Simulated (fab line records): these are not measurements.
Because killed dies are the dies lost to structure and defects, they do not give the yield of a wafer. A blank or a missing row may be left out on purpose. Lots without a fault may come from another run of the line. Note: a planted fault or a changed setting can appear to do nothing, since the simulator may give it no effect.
Matching of chambers    flow nand harc    NHARC_P_GATE_ALD_36 on ald sin-01: 4 sister chambers
The step deposits SiNx, target thk 20 nm, pulse time 60 s, ald cycles 223. 7 wafers are shown with their chamber, then 7 later ones without.

== WAFERS, EACH WITH ITS CHAMBER ==
wafer   chamber  heater power w (W)  precursor pulse height rel
L179.2  2        850                 1.013
L181.4  0        907                 0.993
L186.3  1        644                 1.000
L186.4  3        757                 0.998
L186.5  0        840                 1.012
L193.4  3        768                 0.986
L193.2  1        665                 0.961

== WAFERS WITHOUT THEIR CHAMBER ==
wafer   heater power w (W)  precursor pulse height rel
L193.5  752                 1.012
L196.2  862                 0.997
L196.3  677                 0.972
L196.1  858                 1.001
L199.1  844                 0.991
L199.4  748                 1.021
L199.5  861                 1.005

== WHICH CHAMBER EACH ONE RAN IN ==
wafer   from the rows above           in truth
L193.5  3                             3
L196.2  can't be placed: 0 or 2       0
L196.3  1                             1
L196.1  can't be placed: 0 or 2       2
L199.1  can't be placed: 0 or 2 or 3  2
L199.4  can't be placed: 3 or 2       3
L199.5  can't be placed: 0 or 2       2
Correct placement for 2 of the 7. From these rows, 5 cannot be placed; in 5 the true chamber is one of the candidates. Placed wrongly: 0.
How it was worked out, from the rows above alone: a wafer's distance from a chamber is the root of the sum, over the readings, of the square of ((its reading less the chamber's mean) divided by the reading's scatter). If the next closest chamber is less than 2 further off than the closest, the wafer can't be placed; otherwise it belongs to the closest. Each chamber's mean is taken over the wafers shown for it. The scatter: take each reading less its chamber's mean, square it, sum over the shown wafers, divide by the number of wafers less the number of chambers, and take the root.
